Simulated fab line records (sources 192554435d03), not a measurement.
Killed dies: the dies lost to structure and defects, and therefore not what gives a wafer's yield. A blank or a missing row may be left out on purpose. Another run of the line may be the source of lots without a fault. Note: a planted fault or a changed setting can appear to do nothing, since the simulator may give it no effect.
A lot that was struck, set against a sound lot    flow n5 finfet    37 out of 1938 route steps
Sound: the wafers L230.5, L230.6. Wafers struck: L221.2, L221.3, L221.5. The cause comes at the end.
For every step that has rows: the tool of each side, followed by ch and its chambers, followed by its first start. Under that, the readings that differ: sound wafers    struck wafers    difference of the means    sigmas: that difference in standard deviations of wafers without a fault.
alike: same words and numbers on both sides, and readings whose means sit less than 2 such deviations apart. not compared: any withheld reading, any reading some wafer has no value for, any bound like >300 that may hide the same value, and any number with overlapping values for which the record gives no deviation.
Wherever a step has rows on one side only, a row that says differs or no value, or a row with sigmas, the two part there. Non-overlapping numbers with no deviation appear without sigmas and do not part them. Lack of a reading on every wafer of one side parts them only where that side has two or more wafers.

first, 9 steps without rows for these wafers: N5_BEOL_M6_DESCUM_33 (chemistry O2, time 7 s); N5_BEOL_M6_ETCH_72 (etches underlayer in N2/H2, target depth 6.5 nm, time 5.2 s); N5_BEOL_M6_ETCH_65 (etches SiARC in CF4, target depth 15.6 nm, time 26 s); N5_BEOL_M6_ETCH_66 (etches SOC in N2/H2, target depth 80 nm, overetch 16 nm, time 120 s); N5_BEOL_M6_STRIP_69 (strips in N2/H2); N5_BEOL_M6_STRIP_73 (strips in N2/H2); N5_BEOL_M6_VIA_ETCH_34 (etches SiCOH lowk in C4F6/O2, target depth 126.3 nm, time 50.9 s); N5_BEOL_M6_STRIP_76 (strips in C4F6/O2); N5_BEOL_M6_STRIP_36 (strips in N2/H2).
N5_BEOL_M6_TRENCH_ETCH_37: etches SiCOH lowk in C4F6/O2, target depth 94.435 nm, time 31.5 s.
  sound on rie diel-06 ch 0,1, day 15 17:35; struck on rie diel-06 ch 1,2,3, day 13 03:40
reading                              sound        struck             difference  sigmas
rf fwd power W (W)                   341.5 337.5  277.8 275.4 279.3  -62.0       -39
rf vpp V (V)                         691 643      749 726 762        +79         +4
model.BEOL_M6.feature depth nm (nm)  91 95.8      89 87.6 86         -6          
model.etch.depth nm (nm)             90.91 95.86  89.05 87.6 86.02   -5.83       
  alike: O2_flow_sccm, drypump motor current A, oes product au, showerhead plenum p Torr, throttle valve pct
  not compared: rf hours counter h
then, 2 steps without rows for these wafers: N5_BEOL_M6_ETCH_41 (etches SiCN in CH3F/O2, target depth 29.7 nm, time 52 s); N5_BEOL_M6_STRIP_80 (strips in N2/H2, time 10 s).
N5_BEOL_M6_OCD_MEAS_38:
  sound on ocd-01 at day 15 17:44; struck on ocd-02 at day 13 03:50
reading               sound      struck          difference  sigmas
trench depth nm (nm)  91.2 96.2  89.6 87.6 85.7  -6.1        -3
then, 13 steps without rows for these wafers: N5_BEOL_M6_HM_STRIP_39 (strips TiN in peroxide tin strip, target depth 25 nm, time 158 s); N5_BEOL_M6_SRD_40 (time 30 s); N5_BEOL_M6_PRECLEAN_42 (cleans in residue remover, time 60 s); N5_BEOL_M6_SRD_43 (time 30 s); N5_BEOL_M6_CURE_75 (cures SiCOH lowk, time 120 s); N5_BEOL_M6_DEGAS_44 (time 60 s); N5_BEOL_M6_PRE_CLEAN_45 (time 30 s); N5_BEOL_M6_ALD_77 (deposits TaN, target thk 2 nm, pulse time 2 s, purge time 3 s); N5_BEOL_M6_SURFACE_TREAT_79; N5_BEOL_M6_CVD_78 (deposits Co from CCTBA/H2, target thk 2 nm, time 142.3 s); N5_BEOL_M6_SPUTTER_48 (material Cu, target thk 10 nm, time 1.667 s); N5_BEOL_M6_ECD_50 (material Cu, target thk 300 nm); N5_BEOL_M6_ANNEAL_51 (time 90 s).
N5_BEOL_M6_CMP_52: polishes, stops on SiCOH lowk, t overpolish 6.9 s, target thk 80 nm.
  sound on cmp-01 ch 2,3, day 15 21:35; struck on cmp-01 ch 1,2, day 13 07:43
reading                                 sound      struck        difference  sigmas
model.Cu_of_BEOL_M6_ECD_50.thk nm (nm)  77.8 82.8  74.2 74.6 72  -6.7        
  alike: barrier field endpoint s, motor current A, overpolish run s, retaining ring pressure frac, time to endpoint s
  not compared: pad life wafers
N5_BEOL_M6_THK_MEAS_53: measures by xrf.
  sound on film metro-01 at day 15 21:44; struck on film metro-01 at day 13 08:01
reading      sound      struck          difference  sigmas
M6_THK (nm)  77.5 82.7  74.1 74.2 71.5  -6.8        -4
then, 2 steps without rows for these wafers: N5_BEOL_M6_PRE_CLEAN_55 (time 15 s); N5_BEOL_M6_DEP_56 (deposits SiCN from 3MS/NH3, target thk 10 nm, time 17.5 s).
N5_BEOL_M6_RS_MEAS_57: the measuring method here is four-point-probe.
  sound on film metro-01 at day 15 21:52; struck on film metro-02 at day 13 08:09
reading         sound        struck             difference  sigmas
M6_RS (ohm/sq)  0.296 0.275  0.313 0.310 0.324  +0.030      +4
then, 5 steps without rows for these wafers: N5_BEOL_M7_ILD_DEP_00 (deposits SiCOH lowk from DEMS/porogen, target thk 179.75 nm, time 33.4 s); N5_BEOL_M7_CURE_74 (cures SiCOH lowk, time 240 s); N5_BEOL_M7_PECVD_70 (deposits SiO2 from TEOS/O2, target thk 20 nm, time 22.7 s); N5_BEOL_M7_HM_DEP_02 (deposits TiN, target thk 20 nm); N5_BEOL_M7_COAT_59 (time 60 s, resist thk 100 nm).
-- here the record skips 3 days between the struck wafers' starts before and after, leaving off in module BEOL_M7 and picking up in module BEOL_M15 (first step shown: number 1830 of the route) --
N5_BEOL_M15_RC_MEAS_101:
  sound on prober-02 ch 0, day 19 01:40; struck on prober-01 ch 0, day 15 21:35
reading                    sound      struck          difference  sigmas
SERP_M6 (ohm/um)           14.4 13.7  15.2 15.3 15.6  +1.3        +2
SERP_M6_max_site (ohm/um)  14.8 14.3  15.8 15.6 16.1  +1.3        +2
  alike: etest temp c, COMB_M10, COMB_M10_max_site, COMB_M11, COMB_M11_max_site, COMB_M12, COMB_M13, COMB_M14, COMB_M15, COMB_M5, COMB_M6, COMB_M7, COMB_M8, COMB_M9, SERP_M10, SERP_M11, SERP_M12, SERP_M13, SERP_M14, SERP_M5, SERP_M7, SERP_M8, SERP_M9

## WHERE THEY PART
At N5_BEOL_M6_TRENCH_ETCH_37 first; at N5_BEOL_M15_RC_MEAS_101 last (within this record only).

WHY: the cause the simulator had injected
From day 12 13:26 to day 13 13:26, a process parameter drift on rie diel-06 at N5_BEOL_M6_TRENCH_ETCH_37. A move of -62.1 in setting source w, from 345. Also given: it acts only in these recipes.
